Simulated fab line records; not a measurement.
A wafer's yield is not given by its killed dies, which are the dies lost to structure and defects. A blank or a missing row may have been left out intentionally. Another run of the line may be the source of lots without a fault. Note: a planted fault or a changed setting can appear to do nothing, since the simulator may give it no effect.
What tool caused it? :: flow nand harc :: 13 lots with 37 wafers sampled at 5 steps, on a route of 1159 steps

== WHAT THE GAUGES SHOWED, per wafer ==
NHARC_END_SORT_01.
lot: L985
measured: day 24 06:12
on: prober-01
defect limited yield (%): 96.5 96.8 97.8
killed at array: 17 14 11
killed at other: 0 1 1
killed at periphery: 7 7 3
killed dies: 24 22 15
killed open: 2 2 2
killed short: 3 3 0
sort_bin_2_pct (%): 0.9 1.2 1.0
sort_bin_3_pct (%): 0.15 0 0
sort_bin_4_pct (%): 2.5 2.1 1.2
sort n pass: 653 655 662
sort rim yield pct (%): 94 98 98
sort yield pct (%): 96.5 96.8 97.8

== TOOL THAT RAN EACH LOT (tool first, then ch and the chambers of the sampled wafers, then the start) ==
lot: L966
NHARC_P_CONTACT_STRIP_28: rie diel-13 ch 0,1,3, day 5 18:46
NHARC_P_M1_SOFTBAKE_04: litho track-04 ch 0, day 6 01:00
NHARC_P_M1_PRE_CLEAN_30: pvd sputter-03, no start
NHARC_P_M1_PVD_20: pvd sputter-03, no start

lot: L968
NHARC_P_CONTACT_STRIP_28: rie diel-02 ch 0,1,2, day 5 22:14
NHARC_P_M1_SOFTBAKE_04: litho track-01 ch 0, day 6 05:00
NHARC_P_M1_PRE_CLEAN_30: pvd sputter-03, no start
NHARC_P_M1_PVD_20: pvd sputter-03, no start

lot: L967
NHARC_P_CONTACT_STRIP_28: rie diel-02 ch 0,1,2, day 6 03:53
NHARC_P_M1_SOFTBAKE_04: litho track-01 ch 0, day 6 15:00
NHARC_P_M1_PRE_CLEAN_30: pvd sputter-03, no start
NHARC_P_M1_PVD_20: pvd sputter-03, no start

lot: L969
NHARC_P_CONTACT_STRIP_28: rie diel-04 ch 1,2,3, day 6 12:35
NHARC_P_M1_SOFTBAKE_04: litho track-04 ch 0, day 6 19:00
NHARC_P_M1_PRE_CLEAN_30: pvd sputter-02, no start
NHARC_P_M1_PVD_20: pvd sputter-02, no start

lot: L972
NHARC_P_CONTACT_STRIP_28: rie diel-02 ch 0,1,2, day 7 03:48
NHARC_P_M1_SOFTBAKE_04: litho track-06 ch 0, day 7 10:00
NHARC_P_M1_PRE_CLEAN_30: pvd sputter-03, no start
NHARC_P_M1_PVD_20: pvd sputter-03, no start

lot: L973
NHARC_P_CONTACT_STRIP_28: rie diel-04 ch 0,2,3, day 7 13:43
NHARC_P_M1_SOFTBAKE_04: litho track-01 ch 0, day 7 21:00
NHARC_P_M1_PRE_CLEAN_30: pvd sputter-02, no start
NHARC_P_M1_PVD_20: pvd sputter-02, no start

lot: L975
NHARC_P_CONTACT_STRIP_28: rie diel-02 ch 0,2,3, day 7 16:32
NHARC_P_M1_SOFTBAKE_04: litho track-01 ch 0, day 8 02:00
NHARC_P_M1_PRE_CLEAN_30: pvd sputter-01, no start
NHARC_P_M1_PVD_20: pvd sputter-01, no start

lot: L974
NHARC_P_CONTACT_STRIP_28: rie diel-02 ch 0,1,2, day 7 17:53
NHARC_P_M1_SOFTBAKE_04: litho track-04 ch 0, day 8 02:00
NHARC_P_M1_PRE_CLEAN_30: pvd sputter-03, no start
NHARC_P_M1_PVD_20: pvd sputter-03, no start

lot: L979
NHARC_P_CONTACT_STRIP_28: rie diel-04 ch 1,2, day 8 22:16
NHARC_P_M1_SOFTBAKE_04: litho track-01 ch 0, day 9 05:00
NHARC_P_M1_PRE_CLEAN_30: pvd sputter-02, no start
NHARC_P_M1_PVD_20: pvd sputter-02, no start

lot: L977
NHARC_P_CONTACT_STRIP_28: rie diel-02 ch 1,2, day 8 22:49
NHARC_P_M1_SOFTBAKE_04: litho track-01 ch 0, day 9 06:00
NHARC_P_M1_PRE_CLEAN_30: pvd sputter-02, no start
NHARC_P_M1_PVD_20: pvd sputter-02, no start

lot: L985
NHARC_P_CONTACT_STRIP_28: rie diel-02 ch 0,1,2, day 10 13:26
NHARC_P_M1_SOFTBAKE_04: litho track-04 ch 0, day 10 21:00
NHARC_P_M1_PRE_CLEAN_30: pvd sputter-03, day 24 06:12 or earlier
NHARC_P_M1_PVD_20: pvd sputter-03, day 24 06:12 or earlier

lot: L987
NHARC_P_CONTACT_STRIP_28: rie diel-02 ch 2,3, day 10 22:19
NHARC_P_M1_SOFTBAKE_04: litho track-06 ch 0, day 11 05:00
NHARC_P_M1_PRE_CLEAN_30: pvd sputter-03, no start
NHARC_P_M1_PVD_20: pvd sputter-03, no start

lot: L989
NHARC_P_CONTACT_STRIP_28: rie diel-13 ch 0,1,3, day 11 03:44
NHARC_P_M1_SOFTBAKE_04: litho track-04 ch 0, day 11 11:00
NHARC_P_M1_PRE_CLEAN_30: pvd sputter-02, no start
NHARC_P_M1_PVD_20: pvd sputter-02, no start
- NHARC_P_CONTACT_STRIP_28: strips in O2.
- NHARC_P_M1_SOFTBAKE_04: time 55 s.
- NHARC_P_M1_PRE_CLEAN_30: time 30 s.
- NHARC_P_M1_PVD_20: deposits TaN, target thk 5 nm, time 8.06 s.

== AS READ BY THE TOOLS THEMSELVES (means over the sampled wafers that have a number; for cases with no such wafer, the mark the record gives instead) ==
NHARC_P_CONTACT_STRIP_28.
lot: L966
tool: rie diel-13
drypump motor current A (A): 5.9
oes product au (a.u.): 1.002
rf vpp V (V): 57.0
showerhead plenum p Torr (Torr): 3.45
throttle valve pct (%): 17.041

lot: L968
tool: rie diel-02
drypump motor current A (A): 5.9
oes product au (a.u.): 1.000
rf vpp V (V): 57.1
showerhead plenum p Torr (Torr): 3.41
throttle valve pct (%): 17.042

lot: L967
tool: rie diel-02
drypump motor current A (A): 5.9
oes product au (a.u.): 1.008
rf vpp V (V): 57.4
showerhead plenum p Torr (Torr): 3.41
throttle valve pct (%): 17.039

lot: L969
tool: rie diel-04
drypump motor current A (A): 5.7
oes product au (a.u.): 0.999
rf vpp V (V): 57.7
showerhead plenum p Torr (Torr): 3.57
throttle valve pct (%): 17.044

lot: L972
tool: rie diel-02
drypump motor current A (A): 6.0
oes product au (a.u.): 1.001
rf vpp V (V): 57.9
showerhead plenum p Torr (Torr): 3.41
throttle valve pct (%): 17.040

lot: L973
tool: rie diel-04
drypump motor current A (A): 5.5
oes product au (a.u.): 0.998
rf vpp V (V): 58.4
showerhead plenum p Torr (Torr): 3.47
throttle valve pct (%): 17.027

lot: L975
tool: rie diel-02
drypump motor current A (A): 5.8
oes product au (a.u.): 0.997
rf vpp V (V): 58.5
showerhead plenum p Torr (Torr): 3.51
throttle valve pct (%): 17.034

lot: L974
tool: rie diel-02
drypump motor current A (A): 5.9
oes product au (a.u.): 0.996
rf vpp V (V): 57.4
showerhead plenum p Torr (Torr): 3.41
throttle valve pct (%): 17.031

lot: L979
tool: rie diel-04
drypump motor current A (A): 5.6
oes product au (a.u.): 0.990
rf vpp V (V): 58.0
showerhead plenum p Torr (Torr): 3.67
throttle valve pct (%): 17.034

lot: L977
tool: rie diel-02
drypump motor current A (A): 6.1
oes product au (a.u.): 1.004
rf vpp V (V): 57.0
showerhead plenum p Torr (Torr): 3.40
throttle valve pct (%): 17.038

lot: L985
tool: rie diel-02
drypump motor current A (A): 5.9
oes product au (a.u.): 0.997
rf vpp V (V): 57.6
showerhead plenum p Torr (Torr): 3.40
throttle valve pct (%): 17.034

lot: L987
tool: rie diel-02
drypump motor current A (A): 5.9
oes product au (a.u.): 0.991
rf vpp V (V): 58.4
showerhead plenum p Torr (Torr): 3.61
throttle valve pct (%): 17.033

lot: L989
tool: rie diel-13
drypump motor current A (A): 5.9
oes product au (a.u.): 1.003
rf vpp V (V): 57.5
showerhead plenum p Torr (Torr): 3.43
throttle valve pct (%): 17.034

NHARC_P_M1_SOFTBAKE_04.
lot: L966
tool: litho track-04
heater power total W (W): 188.44

lot: L968
tool: litho track-01
heater power total W (W): 188.29

lot: L967
tool: litho track-01
heater power total W (W): 188.54

lot: L969
tool: litho track-04
heater power total W (W): 188.36

lot: L972
tool: litho track-06
heater power total W (W): 188.46

lot: L973
tool: litho track-01
heater power total W (W): 188.36

lot: L975
tool: litho track-01
heater power total W (W): 188.45

lot: L974
tool: litho track-04
heater power total W (W): 188.41

lot: L979
tool: litho track-01
heater power total W (W): 262.49

lot: L977
tool: litho track-01
heater power total W (W): 336.71

lot: L985
tool: litho track-04
heater power total W (W): 188.38

lot: L987
tool: litho track-06
heater power total W (W): 188.63

lot: L989
tool: litho track-04
heater power total W (W): 188.50

NHARC_P_M1_PRE_CLEAN_30.
lot: L966
tool: pvd sputter-03
heater power w (W): 393

lot: L968
tool: pvd sputter-03
heater power w (W): 383

lot: L967
tool: pvd sputter-03
heater power w (W): 368

lot: L969
tool: pvd sputter-02
heater power w (W): 411

lot: L972
tool: pvd sputter-03
heater power w (W): 375

lot: L973
tool: pvd sputter-02
heater power w (W): 413

lot: L975
tool: pvd sputter-01
heater power w (W): 360

lot: L974
tool: pvd sputter-03
heater power w (W): 374

lot: L979
tool: pvd sputter-02
heater power w (W): 422

lot: L977
tool: pvd sputter-02
heater power w (W): 420

lot: L985
tool: pvd sputter-03
heater power w (W): 370

lot: L987
tool: pvd sputter-03
heater power w (W): 375

lot: L989
tool: pvd sputter-02
heater power w (W): 386

NHARC_P_M1_PVD_20.
lot: L966
tool: pvd sputter-03
throttle valve pct (%): 29.4

lot: L968
tool: pvd sputter-03
throttle valve pct (%): 29.8

lot: L967
tool: pvd sputter-03
throttle valve pct (%): 29.1

lot: L969
tool: pvd sputter-02
throttle valve pct (%): 30.0

lot: L972
tool: pvd sputter-03
throttle valve pct (%): 28.7

lot: L973
tool: pvd sputter-02
throttle valve pct (%): 30.0

lot: L975
tool: pvd sputter-01
throttle valve pct (%): 29.7

lot: L974
tool: pvd sputter-03
throttle valve pct (%): 29.8

lot: L979
tool: pvd sputter-02
throttle valve pct (%): 31.0

lot: L977
tool: pvd sputter-02
throttle valve pct (%): 29.9

lot: L985
tool: pvd sputter-03
throttle valve pct (%): 29.3

lot: L987
tool: pvd sputter-03
throttle valve pct (%): 29.6

lot: L989
tool: pvd sputter-02
throttle valve pct (%): 31.2

== THE ANSWER, worked out from the rows above alone ==
Rule: the usual values come from the lots themselves. Put in order of their means at a reading, lots are off if they are a third of the lots or fewer, leave a main group of 4 or more, and stand apart from it by a gap of 3 or more times the standard deviation of the main group's means; of several such gaps the widest counts. A main group whose means are all the same, to the digits that the tables above print for the reading, isn't used. A lot without any number at a reading at which 4 lots or more have one is off too. The other lots that the step has rows for count as sound. Order of review: gauges by route order, followed by the tools' own readings, for which a lot's mean as printed above is used. The first step at which some lot is off is used, and at that step the reading that is off furthest; a lot without a number counts as furthest.
Off at NHARC_P_M1_SOFTBAKE_04 (heater power total W): L979, L977. Main group: mean 188.44 W, sd 0.09.
If a tool, at that step or one of the process steps before it, ran each lot that is off and ran no sound lot following the first of them, it fits. One fits: NHARC_P_M1_SOFTBAKE_04 on litho track-01. A fault onset in the window from L975 (day 8 02:00, its last sound lot) to L979 (day 9 05:00, its first lot off) fits.
The tool's own readings at NHARC_P_M1_SOFTBAKE_04 bear it out: on the lots that are off they differ by more than 5 times the standard deviation of the sound lots' means. heater power total W reads 299.60 W there against 188.44 W on the sound lots.

== WHAT THE SIMULATOR HAD INSERTED ==
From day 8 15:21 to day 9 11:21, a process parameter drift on litho track-01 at NHARC_P_M1_SOFTBAKE_04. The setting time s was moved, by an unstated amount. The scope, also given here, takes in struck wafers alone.
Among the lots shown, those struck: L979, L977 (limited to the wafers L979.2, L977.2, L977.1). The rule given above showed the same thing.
